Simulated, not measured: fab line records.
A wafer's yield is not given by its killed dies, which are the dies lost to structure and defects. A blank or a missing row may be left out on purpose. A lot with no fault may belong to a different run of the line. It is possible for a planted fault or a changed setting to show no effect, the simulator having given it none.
fab line records	flow nandHarc
record lots=24	wafers=72	lastDay=25
route steps=1159 shown P_M1@295 P_M2@329 P_BONDPAD@369
lots with no fault: from the same line, run without faults
startH: hours from the record's first day to the start of the lot's first wafer shown	waitH: hours elapsed since this lot's preceding step	" the same as in the row above	L1.1+2: several wafers, shown together as one row	- no value present, or no start provided	* or withheld: withheld	< > ~ a bound
route shown NAME@n: names a module that has steps shown in the file, with the first one's number in the route	usual: mean/standard deviation of fault-free wafers	same: alike in all rows	chamber/n: place in a boat	sites: per-site readings	_std_site: standard deviation across them	_edge_site: mean of outer sites minus mean of inner sites	radiusMm: for every site, how far away it sits from the centre of the wafer	mask NAME#n: copy n	behind: the tool/chamber that last shaped the wafer	hold: why the lot went on hold/how many hours it stayed there/how the hold came to an end	device: names the non-switching transistor (n, p or np)	end of line: at the end of the route, the tests of the same wafers	step lacking rows: just its recipe	killed: dies that structure and defects cost at the first sort, which is not the same as the wafer's yield	map: a wafer's dies, marking killed ones x, the rest . and places with no die _
set.NAME: the setting as run; set.NAME@STEP: as run at that earlier step	model.NAME: the simulator's own value behind a step, which no gauge read
one table for each step of the route and one row for each wafer, over a sample of lots
services: a tool's chamber out of use, with start hour (startH, from the record's first day; less than 0 if before it), hours out, and reason
## steps
# step NHARC_P_M1_CD_MEAS_09
# recipe targetCdNm=130	landingEnergyEv=500
# usual cdNm=130.0/0.65
# same landingEnergyEv=500
lot.wafer	tool	chamber	startH	waitH	cdNm
L075.1	cdSem-01	0	128.56	-	129.7
L075.2	"	0	"	"	129.7
L075.3	"	0	"	"	129.0
L074.1	cdSem-01	0	129.21	-	129.8
L074.2	"	0	"	"	129.5
L074.3	"	0	"	"	129.6
L077.1	cdSem-01	0	132.18	-	129.5
L077.3	"	0	"	"	128.7
L077.6	"	0	"	"	129.0
L076.1	cdSem-03	0	137.46	-	130.1
L076.4	"	0	"	"	129.8
L076.6	"	0	"	"	130.2
L078.1	cdSem-03	0	143.05	-	131.7
L078.3	"	0	"	"	130.5
L078.6	"	0	"	"	130.6
L079.1	cdSem-03	0	143.60	-	130.0
L079.2	"	0	"	"	130.5
L079.6	"	0	"	"	130.0
L082.1	cdSem-02	0	165.47	-	130.0
L082.3	"	0	"	"	129.8
L082.5	"	0	"	"	130.6
L081.2	cdSem-01	0	165.96	-	131.2
L081.3	"	0	"	"	131.4
L081.4	"	0	"	"	130.1
L080.1	cdSem-02	0	166.53	-	130.0
L080.3	"	0	"	"	130.2
L080.4	"	0	"	"	130.9
L083.1	cdSem-02	0	174.72	-	129.9
L083.3	"	0	"	"	130.3
L083.4	"	0	"	"	131.0
L084.2	cdSem-01	0	183.60	-	130.3
L084.3	"	0	"	"	130.2
L084.4	"	0	"	"	130.3
L086.3	cdSem-03	0	194.87	-	130.4
L086.4	"	0	"	"	130.8
L086.6	"	0	"	"	129.0
L085.1	cdSem-02	0	195.52	-	129.9
L085.3	"	0	"	"	130.4
L085.4	"	0	"	"	129.4
L089.3	cdSem-02	0	197.73	-	129.9
L089.5	"	0	"	"	131.4
L089.6	"	0	"	"	130.6
L087.4	cdSem-01	0	200.46	-	130.0
L087.5	"	0	"	"	130.5
L087.6	"	0	"	"	130.6
L088.1	cdSem-03	0	206.22	-	130.0
L088.2	"	0	"	"	129.6
L088.4	"	0	"	"	130.2
L090.2	cdSem-02	0	222.01	-	130.7
L090.5	"	0	"	"	130.1
L090.6	"	0	"	"	130.0
L091.2	cdSem-01	0	222.45	-	130.7
L091.3	"	0	"	"	130.9
L091.4	"	0	"	"	130.1
L092.2	cdSem-02	0	227.98	-	129.3
L092.5	"	0	"	"	129.9
L092.6	"	0	"	"	130.4
L093.2	cdSem-01	0	233.00	-	130.3
L093.3	"	0	"	"	131.0
L093.6	"	0	"	"	130.7
L094.2	cdSem-02	0	234.95	-	130.1
L094.3	"	0	"	"	129.8
L094.5	"	0	"	"	130.6
L095.1	cdSem-01	0	243.98	-	129.9
L095.2	"	0	"	"	130.4
L095.4	"	0	"	"	130.6
L096.4	cdSem-01	0	250.27	-	129.1
L096.5	"	0	"	"	130.1
L096.6	"	0	"	"	129.3
L097.1	cdSem-03	0	257.34	-	128.3
L097.2	"	0	"	"	128.9
L097.5	"	0	"	"	129.7
# step NHARC_P_M1_CMP_23
# recipe tOverpolishS=20	targetThkNm=157.82
# usual edgeZonePressureFrac=1.001/0.0054	motorCurrentA=11.6/0.92	timeToEndpointS=28.9/2.7
lot.wafer	tool	chamber	startH	waitH	edgeZonePressureFrac	motorCurrentA	timeToEndpointS
L075.3	cmp-03	1	130.85	-	0.993	12.0	26.9
L075.2	"	2	"	"	1.001	12.1	27.0
L075.1	"	3	"	"	1.014	10.9	33.1
L074.1	cmp-01	2	131.49	-	0.995	12.1	31.4
L074.3	"	0	"	"	0.990	11.6	29.3
L074.2	"	1	"	"	0.996	12.2	26.3
L077.1	cmp-01	3	134.55	-	1.005	13.3	27.5
L077.3	"	0	"	"	1.002	12.1	30.7
L077.6	"	0	"	"	0.998	12.1	30.2
L076.4	cmp-03	0	139.77	-	0.993	10.3	32.6
L076.1	"	2	"	"	1.001	12.2	26.3
L076.6	"	0	"	"	0.998	9.7	30.4
L078.1	cmp-01	1	145.41	-	0.998	11.8	26.5
L078.3	"	2	"	"	1.001	11.8	29.3
L078.6	"	1	"	"	0.997	12.3	24.8
L079.1	cmp-03	2	145.96	-	1.003	11.3	25.7
L079.2	"	0	"	"	0.994	9.4	31.5
L079.6	"	3	"	"	0.996	11.3	29.6
L082.1	cmp-02	1	167.79	-	0.999	11.4	32.8
L082.3	"	0	"	"	1.009	12.0	31.7
L082.5	"	1	"	"	1.007	11.0	29.4
L081.3	cmp-03	3	168.29	-	1.006	11.4	31.3
L081.4	"	0	"	"	0.997	9.7	30.8
L081.2	"	1	"	"	1.000	11.8	27.7
L080.4	cmp-02	2	168.87	-	0.997	11.5	30.3
L080.3	"	3	"	"	1.003	10.4	27.8
L080.1	"	0	"	"	1.006	12.1	31.7
L083.3	cmp-01	3	177.06	-	0.997	13.5	29.2
L083.4	"	0	"	"	1.000	11.5	33.3
L083.1	"	1	"	"	0.995	12.1	27.0
L084.2	cmp-03	0	186.00	-	1.001	9.6	31.5
L084.4	"	1	"	"	0.996	12.0	27.8
L084.3	"	2	"	"	0.986	11.3	30.8
L086.3	cmp-01	2	197.29	-	1.012	12.2	26.3
L086.4	"	0	"	"	0.998	11.6	29.7
L086.6	"	2	"	"	1.013	12.5	27.1
L085.1	cmp-02	3	197.88	-	0.988	10.3	24.1
L085.4	"	0	"	"	1.003	11.7	27.5
L085.3	"	1	"	"	1.005	11.3	28.8
L089.3	cmp-03	2	200.07	-	1.005	12.6	27.4
L089.5	"	0	"	"	1.003	9.4	30.3
L089.6	"	1	"	"	1.003	11.7	23.3
L087.4	cmp-01	2	202.85	-	1.006	12.0	27.5
L087.5	"	0	"	"	0.998	12.1	27.8
L087.6	"	1	"	"	1.000	11.7	26.0
L088.2	cmp-01	1	209.08	-	1.006	11.8	25.0
L088.4	"	2	"	"	0.999	12.0	25.8
L088.1	"	3	"	"	0.993	13.4	23.9
L090.2	cmp-02	3	224.33	-	0.992	10.1	26.4
L090.6	"	2	"	"	0.999	11.0	31.3
L090.5	"	3	"	"	0.999	10.6	24.8
L091.4	cmp-03	1	224.75	-	1.010	11.8	30.1
L091.2	"	3	"	"	0.997	11.2	31.1
L091.3	"	0	"	"	1.004	10.3	31.3
L092.2	cmp-01	3	230.35	-	1.000	13.0	27.9
L092.5	"	1	"	"	1.007	11.8	27.3
L092.6	"	2	"	"	1.008	12.2	29.9
L093.2	cmp-01	3	235.44	-	1.003	12.7	26.2
L093.3	"	0	"	"	1.000	12.1	27.7
L093.6	"	3	"	"	1.002	12.7	25.3
L094.3	cmp-01	2	237.28	-	0.999	12.0	31.3
L094.2	"	3	"	"	1.001	13.4	28.3
L094.5	"	2	"	"	0.989	11.6	30.8
L095.2	cmp-02	1	246.32	-	0.998	11.3	34.0
L095.1	"	2	"	"	0.996	11.5	31.7
L095.4	"	0	"	"	1.004	11.8	29.9
L096.4	cmp-02	1	252.65	-	0.999	11.1	31.7
L096.5	"	2	"	"	1.002	11.4	31.2
L096.6	"	3	"	"	0.997	10.3	29.3
L097.1	cmp-03	2	259.77	-	1.009	12.0	26.9
L097.2	"	0	"	"	1.007	9.6	30.5
L097.5	"	3	"	"	0.999	12.0	30.0
# step NHARC_P_M1_THK_MEAS_24
# recipe thkMeasGauge=xrf
# usual thkNm=157.7/1.5
lot.wafer	tool	chamber	startH	waitH	thkNm
L075.1	filmMetro-01	-	131.16	-	159.2
L075.2	"	-	"	"	160.2
L075.3	"	-	"	"	157.1
L074.1	filmMetro-01	-	131.81	-	161.4
L074.2	"	-	"	"	157.2
L074.3	"	-	"	"	157.9
L077.1	filmMetro-02	-	134.86	-	156.2
L077.3	"	-	"	"	157.2
L077.6	"	-	"	"	160.1
L076.1	filmMetro-02	-	140.09	-	157.4
L076.4	"	-	"	"	156.9
L076.6	"	-	"	"	158.3
L078.1	filmMetro-02	-	145.70	-	160.3
L078.3	"	-	"	"	162.5
L078.6	"	-	"	"	157.7
L079.1	filmMetro-01	-	146.28	-	159.1
L079.2	"	-	"	"	157.9
L079.6	"	-	"	"	158.4
L082.1	filmMetro-01	-	168.10	-	158.9
L082.3	"	-	"	"	156.2
L082.5	"	-	"	"	158.2
L081.2	filmMetro-01	-	168.59	-	157.6
L081.3	"	-	"	"	158.5
L081.4	"	-	"	"	158.1
L080.1	filmMetro-02	-	169.16	-	159.2
L080.3	"	-	"	"	158.6
L080.4	"	-	"	"	158.3
L083.1	filmMetro-02	-	177.35	-	156.0
L083.3	"	-	"	"	157.3
L083.4	"	-	"	"	159.7
L084.2	filmMetro-02	-	186.29	-	157.0
L084.3	"	-	"	"	156.6
L084.4	"	-	"	"	156.5
L086.3	filmMetro-02	-	197.58	-	157.0
L086.4	"	-	"	"	157.0
L086.6	"	-	"	"	158.0
L085.1	filmMetro-02	-	198.19	-	157.9
L085.3	"	-	"	"	157.5
L085.4	"	-	"	"	156.5
L089.3	filmMetro-02	-	200.33	-	156.7
L089.5	"	-	"	"	157.8
L089.6	"	-	"	"	156.8
L087.4	filmMetro-02	-	203.11	-	157.3
L087.5	"	-	"	"	159.0
L087.6	"	-	"	"	155.1
L088.1	filmMetro-01	-	209.37	-	155.1
L088.2	"	-	"	"	154.6
L088.4	"	-	"	"	155.6
L090.2	filmMetro-02	-	224.61	-	153.9
L090.5	"	-	"	"	156.3
L090.6	"	-	"	"	156.4
L091.2	filmMetro-02	-	225.06	-	158.7
L091.3	"	-	"	"	158.2
L091.4	"	-	"	"	155.4
L092.2	filmMetro-02	-	230.61	-	156.7
L092.5	"	-	"	"	157.8
L092.6	"	-	"	"	158.9
L093.2	filmMetro-02	-	235.75	-	156.1
L093.3	"	-	"	"	158.2
L093.6	"	-	"	"	158.0
L094.2	filmMetro-02	-	237.60	-	156.4
L094.3	"	-	"	"	156.9
L094.5	"	-	"	"	158.8
L095.1	filmMetro-01	-	246.64	-	159.0
L095.2	"	-	"	"	159.7
L095.4	"	-	"	"	158.8
L096.4	filmMetro-02	-	252.88	-	156.8
L096.5	"	-	"	"	157.4
L096.6	"	-	"	"	156.8
L097.1	filmMetro-02	-	260.08	-	157.2
L097.2	"	-	"	"	158.0
L097.5	"	-	"	"	160.0
# step NHARC_P_M2_OVL_MEAS_10
# recipe pitchNm=340
# usual overlayXNm=0.1/0.64	overlayYNm=0.1/0.78
lot.wafer	tool	chamber	startH	waitH	overlayXNm	overlayYNm
L075.1	overlay-02	-	133.03	-	0.5	-0.2
L075.2	"	-	"	"	0.9	-0.3
L075.3	"	-	"	"	0.5	-0.4
L074.1	overlay-02	-	133.59	-	-0.1	0.7
L074.2	"	-	"	"	-0.2	0.7
L074.3	"	-	"	"	0.3	0.5
L077.1	overlay-02	-	136.50	-	0.3	0.6
L077.3	"	-	"	"	0.7	0.0
L077.6	"	-	"	"	0.1	0.7
L076.1	overlay-01	-	141.72	-	0.1	-1.0
L076.4	"	-	"	"	0.5	-0.5
L076.6	"	-	"	"	0.0	-0.9
L078.1	overlay-02	-	147.33	-	1.0	1.4
L078.3	"	-	"	"	0.5	1.8
L078.6	"	-	"	"	0.9	1.5
L079.1	overlay-02	-	147.92	-	0.7	-0.5
L079.2	"	-	"	"	0.3	-0.4
L079.6	"	-	"	"	0.1	0.2
L082.1	overlay-01	-	169.76	-	-0.2	1.4
L082.3	"	-	"	"	-0.4	1.9
L082.5	"	-	"	"	-0.7	1.8
L081.2	overlay-02	-	170.11	-	0.9	0.8
L081.3	"	-	"	"	0.0	0.9
L081.4	"	-	"	"	0.0	0.2
L080.1	overlay-01	-	170.67	-	-0.5	0.5
L080.3	"	-	"	"	-0.2	0.3
L080.4	"	-	"	"	0.4	0.0
L083.1	overlay-01	-	178.96	-	0.9	0.0
L083.3	"	-	"	"	0.6	-0.1
L083.4	"	-	"	"	0.4	-0.2
L084.2	overlay-01	-	187.93	-	0.5	-0.5
L084.3	"	-	"	"	0.6	0.2
L084.4	"	-	"	"	0.1	-0.6
L086.3	overlay-01	-	199.08	-	0.7	-0.6
L086.4	"	-	"	"	0.0	-0.8
L086.6	"	-	"	"	0.5	-1.2
L085.1	overlay-01	-	199.81	-	1.0	-0.6
L085.3	"	-	"	"	0.8	-0.9
L085.4	"	-	"	"	1.5	0.1
L089.3	overlay-02	-	201.97	-	-0.3	-0.8
L089.5	"	-	"	"	-0.8	-1.0
L089.6	"	-	"	"	-0.4	-0.6
L087.4	overlay-02	-	205.05	-	0.2	0.5
L087.5	"	-	"	"	-0.1	1.2
L087.6	"	-	"	"	-0.1	0.7
L088.1	overlay-02	-	210.99	-	-1.0	-0.9
L088.2	"	-	"	"	-0.8	-0.9
L088.4	"	-	"	"	-0.7	-1.2
L090.2	overlay-01	-	226.25	-	0.2	0.0
L090.5	"	-	"	"	0.3	0.7
L090.6	"	-	"	"	-0.2	0.8
L091.2	overlay-01	-	226.79	-	1.1	-0.2
L091.3	"	-	"	"	0.8	-0.4
L091.4	"	-	"	"	0.3	-0.3
L092.2	overlay-01	-	232.83	-	-0.2	-0.3
L092.5	"	-	"	"	-0.4	0.2
L092.6	"	-	"	"	0.0	-0.5
L093.2	overlay-02	-	237.31	-	0.0	0.2
L093.3	"	-	"	"	0.2	0.4
L093.6	"	-	"	"	-0.4	0.6
L094.2	overlay-02	-	239.13	-	0.6	0.9
L094.3	"	-	"	"	0.9	1.8
L094.5	"	-	"	"	1.2	1.5
L095.1	overlay-02	-	249.99	-	-1.0	0.0
L095.2	"	-	"	"	-1.0	0.5
L095.4	"	-	"	"	-1.5	1.0
L096.4	overlay-01	-	254.49	-	0.8	-1.4
L096.5	"	-	"	"	0.4	-1.0
L096.6	"	-	"	"	0.4	-1.4
L097.1	overlay-02	-	261.86	-	-0.4	-0.5
L097.2	"	-	"	"	-0.2	-0.4
L097.5	"	-	"	"	-0.1	-0.2
# step NHARC_P_M2_DESCUM_14
# recipe timeS=3	o2FlowSccm=200	arFlowSccm=0	biasPowerW=0	chemistry=O2
# usual drypumpMotorCurrentA=5.6/0.47	oesProductAu=0.996/0.0082	rfVppV=57.7/0.99	showerheadPlenumPTorr=1.87/0.09	throttleValvePct=11.311/0.0091
lot.wafer	tool	chamber	startH	waitH	drypumpMotorCurrentA	oesProductAu	rfHoursCounterH	rfVppV	showerheadPlenumPTorr	throttleValvePct
L075.2	rieDiel-06	2	133.12	0.1	6.0	0.995	2	56.9	1.79	11.321
L075.1	"	0	"	"	5.4	1.002	2	58.6	1.92	11.307
L075.3	"	1	"	"	4.8	0.993	2	56.6	1.79	11.323
L074.2	rieDiel-06	1	133.70	0.1	4.8	0.992	2	57.2	1.79	11.310
L074.1	"	2	"	"	6.0	0.984	2	54.9	1.79	11.320
L074.3	"	3	"	"	5.7	0.999	2	59.1	1.98	11.317
L077.3	rieDiel-03	1	136.60	0.1	6.4	0.998	11	57.2	1.80	11.296
L077.1	"	3	"	"	5.3	1.007	17	57.5	1.78	11.329
L077.6	"	2	"	"	5.7	1.001	-	57.7	2.04	11.315
L076.4	rieDiel-06	0	141.83	0.1	5.4	1.009	3	58.3	1.91	11.297
L076.1	"	1	"	"	4.8	0.990	2	57.5	1.79	11.315
L076.6	"	3	"	"	5.7	0.995	-	58.7	1.98	11.306
L078.3	rieDiel-06	1	147.44	0.1	4.8	0.992	3	56.7	1.79	11.318
L078.1	"	3	"	"	5.8	0.989	3	57.9	1.98	11.321
L078.6	"	0	"	"	5.5	1.008	-	56.6	1.91	11.312
L079.2	rieDiel-06	0	148.04	0.1	5.5	1.003	3	57.4	1.91	11.302
L079.1	"	1	"	"	4.8	0.984	3	57.7	1.79	11.329
L079.6	"	3	"	"	5.8	0.984	-	58.5	1.98	11.315
L082.3	rieDiel-06	1	169.85	0.1	4.8	0.998	4	57.5	1.79	11.316
L082.1	"	2	"	"	6.1	0.983	3	56.9	1.79	11.316
L082.5	"	2	"	"	6.0	0.991	-	56.4	1.79	11.301
L081.4	rieDiel-06	2	170.21	0.1	6.0	1.005	3	57.0	1.79	11.301
L081.2	"	3	"	"	5.8	0.995	3	60.4	1.98	11.324
L081.3	"	0	"	"	5.5	0.989	4	58.4	1.91	11.317
L080.1	rieDiel-03	0	170.98	0.3	5.6	0.996	24	59.3	1.93	11.304
L080.4	"	1	"	"	6.3	0.994	19	55.8	1.79	11.328
L080.3	"	2	"	"	5.7	1.000	24	57.8	2.04	11.306
L083.3	rieDiel-06	0	179.06	0.1	5.5	0.999	4	57.2	1.91	11.323
L083.1	"	2	"	"	6.1	0.984	4	57.4	1.79	11.312
L083.4	"	3	"	"	5.8	0.995	4	56.4	1.98	11.328
L084.2	rieDiel-06	3	188.04	0.1	5.8	0.998	4	58.6	1.98	11.316
L084.4	"	0	"	"	5.5	1.001	4	58.5	1.91	11.324
L084.3	"	1	"	"	4.8	0.999	4	58.5	1.79	11.320
L086.4	rieDiel-06	1	199.17	0.1	4.8	1.000	5	57.8	1.79	11.306
L086.3	"	2	"	"	6.0	0.986	4	57.9	1.79	11.310
L086.6	"	2	"	"	6.0	0.989	-	57.9	1.79	11.306
L085.4	rieDiel-06	0	199.91	0.1	5.4	0.999	5	56.7	1.91	11.302
L085.3	"	1	"	"	4.8	0.985	5	57.0	1.79	11.298
L085.1	"	2	"	"	6.1	0.990	5	57.5	1.79	11.304
L089.3	rieDiel-06	1	202.07	0.1	4.8	0.992	5	58.0	1.79	11.321
L089.6	"	1	"	"	4.8	0.988	-	56.0	1.79	11.305
L089.5	"	2	"	"	6.0	0.987	-	57.5	1.79	11.302
L087.4	rieDiel-06	2	205.17	0.1	6.0	0.985	5	56.7	1.79	11.316
L087.5	"	3	"	"	5.7	1.002	-	60.0	1.98	11.309
L087.6	"	0	"	"	5.5	1.011	-	57.1	1.91	11.316
L088.2	rieDiel-05	3	211.09	0.1	5.3	0.987	13	58.0	1.97	11.304
L088.4	"	0	"	"	6.3	1.004	15	59.1	1.93	11.308
L088.1	"	2	"	"	5.6	0.985	14	58.3	1.97	11.298
L090.2	rieDiel-06	0	226.38	0.1	5.5	0.998	6	57.5	1.91	11.299
L090.6	"	1	"	"	4.8	0.999	-	57.8	1.79	11.314
L090.5	"	2	"	"	6.0	0.979	-	56.0	1.79	11.306
L091.2	rieDiel-03	1	226.89	0.1	6.4	1.011	0	57.3	1.79	11.311
L091.3	"	2	"	"	5.7	1.001	0	58.2	2.04	11.307
L091.4	"	0	"	"	5.6	0.984	0	58.0	1.92	11.295
L092.2	rieDiel-03	0	232.94	0.1	5.6	0.988	1	56.7	1.92	11.305
L092.5	"	2	"	"	5.7	0.992	-	58.9	2.04	11.317
L092.6	"	3	"	"	5.3	1.014	-	58.5	1.77	11.294
L093.3	rieDiel-03	3	237.41	0.1	5.2	1.011	1	56.9	1.77	11.311
L093.2	"	0	"	"	5.6	0.996	1	57.2	1.92	11.313
L093.6	"	0	"	"	5.6	0.996	-	57.6	1.92	11.312
L094.3	rieDiel-03	1	239.22	0.1	6.4	1.006	1	56.9	1.79	11.309
L094.2	"	3	"	"	5.3	1.014	1	57.8	1.77	11.315
L094.5	"	1	"	"	6.4	1.001	-	57.0	1.79	11.309
L095.1	rieDiel-05	1	250.10	0.1	5.6	0.999	29	56.6	1.83	11.309
L095.2	"	2	"	"	5.7	0.985	23	57.9	1.96	11.311
L095.4	"	0	"	"	6.3	1.008	-	57.3	1.92	11.301
L096.4	rieDiel-06	3	254.61	0.1	5.7	1.020	0	57.9	1.98	11.301
L096.5	"	0	"	"	5.5	1.003	-	57.9	1.91	11.301
L096.6	"	1	"	"	4.8	0.991	-	58.4	1.79	11.313
L097.1	rieDiel-06	3	261.98	0.1	5.7	1.012	0	57.6	1.98	11.306
L097.2	"	0	"	"	5.5	1.004	0	59.7	1.91	11.322
L097.5	"	1	"	"	4.8	0.984	-	56.8	1.79	11.324
# step NHARC_P_BONDPAD_ETCH_12
# recipe targetDepthA=2000	timeS=100	chf3FlowSccm=50	o2FlowSccm=10	arFlowSccm=200	rfW=500	biasW=200	chemistry=CHF3/O2
# usual drypumpMotorCurrentA=5.5/0.34	oesProductAu=0.936/0.02	rfVppV=369.6/1.9	showerheadPlenumPTorr=2.36/0.088	throttleValvePct=20.573/0.0091
lot.wafer	tool	chamber	startH	waitH	drypumpMotorCurrentA	oesProductAu	rfHoursCounterH	rfVppV	showerheadPlenumPTorr	throttleValvePct
L075.2	rieDiel-10	3	-	-	5.7	0.942	12	370.0	2.27	20.578
L075.1	"	0	"	"	5.8	0.946	11	371.9	2.40	20.568
L075.3	"	2	"	"	5.2	0.918	12	372.8	2.46	20.579
L074.2	rieDiel-02	3	-	-	6.3	0.960	59	367.3	2.24	20.576
L074.1	"	0	"	"	5.6	0.970	58	371.3	2.48	20.572
L074.3	"	2	"	"	5.0	0.982	60	368.6	2.24	20.580
L077.1	rieDiel-10	3	-	-	5.7	0.935	12	368.0	2.27	20.584
L077.3	"	0	"	"	5.7	0.948	11	370.5	2.40	20.571
L077.6	"	3	"	"	5.7	0.941	-	366.9	2.27	20.563
L076.4	rieDiel-10	0	-	-	5.7	0.934	11	371.0	2.40	20.570
L076.1	"	3	"	"	5.8	0.928	12	368.8	2.27	20.578
L076.6	"	1	"	"	5.1	0.923	-	368.3	2.29	20.591
L078.1	rieDiel-10	1	-	-	5.1	0.922	12	368.5	2.29	20.569
L078.3	"	2	"	"	5.2	0.922	12	371.0	2.46	20.586
L078.6	"	1	"	"	5.1	0.918	-	367.7	2.29	20.553
L079.2	rieDiel-10	2	-	-	5.2	0.921	13	371.0	2.46	20.562
L079.1	"	3	"	"	5.7	0.924	13	368.6	2.27	20.570
L079.6	"	2	"	"	5.2	0.923	-	371.2	2.46	20.571
L082.3	rieDiel-10	3	-	-	5.7	0.967	15	366.7	2.27	20.570
L082.1	"	0	"	"	5.8	0.969	14	370.7	2.40	20.555
L082.5	"	1	"	"	5.1	0.957	-	367.5	2.29	20.575
L081.2	rieDiel-10	3	-	-	5.7	0.926	15	367.1	2.27	20.566
L081.4	"	0	"	"	5.7	0.930	14	369.5	2.40	20.553
L081.3	"	1	"	"	5.1	0.931	14	368.0	2.29	20.573
L080.1	rieDiel-10	0	-	-	5.7	0.955	14	370.5	2.40	20.569
L080.4	"	1	"	"	5.1	0.959	14	366.5	2.28	20.571
L080.3	"	3	"	"	5.7	0.953	15	366.6	2.27	20.572
L083.3	rieDiel-13	3	-	-	6.1	0.909	30	367.3	2.25	20.566
L083.4	"	0	"	"	5.6	0.915	27	370.5	2.41	20.567
L083.1	"	2	"	"	5.3	0.930	31	371.0	2.49	20.554
L084.4	rieDiel-10	3	-	-	5.7	0.945	1	368.3	2.27	20.579
L084.3	"	0	"	"	5.8	0.944	1	371.3	2.40	20.560
L084.2	"	1	"	"	5.1	0.961	1	368.9	2.28	20.573
L086.4	rieDiel-13	0	-	-	5.6	0.924	33	370.1	2.41	20.566
L086.3	"	1	"	"	5.8	0.917	33	368.7	2.25	20.566
L086.6	"	2	"	"	5.3	0.921	-	371.6	2.49	20.575
L085.4	rieDiel-10	1	-	-	5.1	0.963	3	368.1	2.28	20.575
L085.3	"	3	"	"	5.8	0.970	2	366.9	2.27	20.571
L085.1	"	0	"	"	5.7	0.973	3	371.4	2.40	20.573
L089.3	rieDiel-10	0	-	-	5.8	0.920	3	370.7	2.40	20.570
L089.6	"	2	"	"	5.2	0.922	-	371.1	2.46	20.572
L089.5	"	3	"	"	5.8	0.924	-	368.2	2.27	20.558
L087.4	rieDiel-10	1	-	-	5.1	0.926	3	368.3	2.28	20.557
L087.5	"	2	"	"	5.2	0.926	-	370.7	2.46	20.554
L087.6	"	3	"	"	5.8	0.915	-	368.1	2.27	20.573
L088.4	rieDiel-10	2	-	-	5.2	0.905	3	373.5	2.46	20.587
L088.2	"	3	"	"	5.8	0.974	3	368.3	2.27	20.585
L088.1	"	0	"	"	5.8	0.925	3	370.8	2.40	20.567
L090.2	rieDiel-13	1	-	-	5.8	0.912	42	367.8	2.25	20.568
L090.5	"	3	"	"	6.0	0.910	-	365.5	2.24	20.578
L090.6	"	0	"	"	5.6	0.910	-	371.1	2.41	20.568
L091.2	rieDiel-02	0	-	-	5.6	0.956	31	372.9	2.47	20.576
L091.4	"	2	"	"	5.0	0.974	29	372.8	2.59	20.584
L091.3	"	3	"	"	6.4	0.983	28	367.8	2.23	20.590
L092.2	rieDiel-10	3	-	-	5.7	0.927	5	367.9	2.27	20.585
L092.5	"	0	"	"	5.8	0.924	-	370.5	2.40	20.563
L092.6	"	1	"	"	5.1	0.932	-	368.4	2.28	20.594
L093.2	rieDiel-10	1	-	-	5.1	0.969	6	367.9	2.28	20.572
L093.3	"	3	"	"	5.7	0.982	5	367.9	2.27	20.571
L093.6	"	1	"	"	5.1	0.963	-	368.6	2.28	20.571
L094.2	rieDiel-10	0	-	-	5.8	0.922	6	370.2	2.40	20.581
L094.3	"	1	"	"	5.1	0.928	6	368.1	2.28	20.578
L094.5	"	3	"	"	5.7	0.932	-	368.7	2.27	20.573
L095.1	rieDiel-10	0	-	-	5.7	0.925	6	370.5	2.40	20.571
L095.2	"	1	"	"	5.1	0.936	6	367.9	2.28	20.576
L095.4	"	3	"	"	5.7	0.930	6	367.7	2.27	20.582
L096.4	rieDiel-10	0	-	-	5.8	0.926	7	370.5	2.40	20.571
L096.5	"	1	"	"	5.1	0.924	-	367.6	2.28	20.578
L096.6	"	2	"	"	5.2	0.912	-	370.0	2.46	20.579
L097.2	rieDiel-10	2	-	-	5.2	0.923	8	372.5	2.46	20.582
L097.1	"	3	"	"	5.8	0.927	8	367.5	2.27	20.565
L097.5	"	3	"	"	5.8	0.935	-	366.2	2.27	20.577
## services
tool	chamber	startH	hours	kind
rieDiel-10	0	112.68	4.6	repair
rieDiel-13	1	113.80	4.9	repair
cmp-02	-	128.60	4.0	pm
rieDiel-03	2	130.39	2.0	repair
rieDiel-05	2	134.26	2.8	repair
cmp-03	-	135.50	1.4	repair
rieDiel-05	2	142.12	15.8	repair
rieDiel-05	-	149.34	1.9	repair
rieDiel-02	-	150.74	9.0	pm
cmp-03	-	156.00	4.0	pm
rieDiel-10	-	176.50	9.0	pm
cmp-01	-	179.50	4.0	pm
rieDiel-10	3	195.26	3.1	repair
rieDiel-13	3	205.91	4.2	repair
rieDiel-13	1	206.20	2.9	repair
rieDiel-03	-	215.30	9.0	pm
cmp-02	-	221.89	0.2	repair
cmp-02	-	226.60	4.0	pm
cmp-02	-	238.38	2.3	repair
rieDiel-06	-	241.20	9.0	pm
cmp-03	-	241.72	0.7	repair
cmp-01	-	252.08	1.4	repair
cmp-03	-	254.00	4.0	pm
cmp-02	-	257.44	0.8	repair
## key
fault none
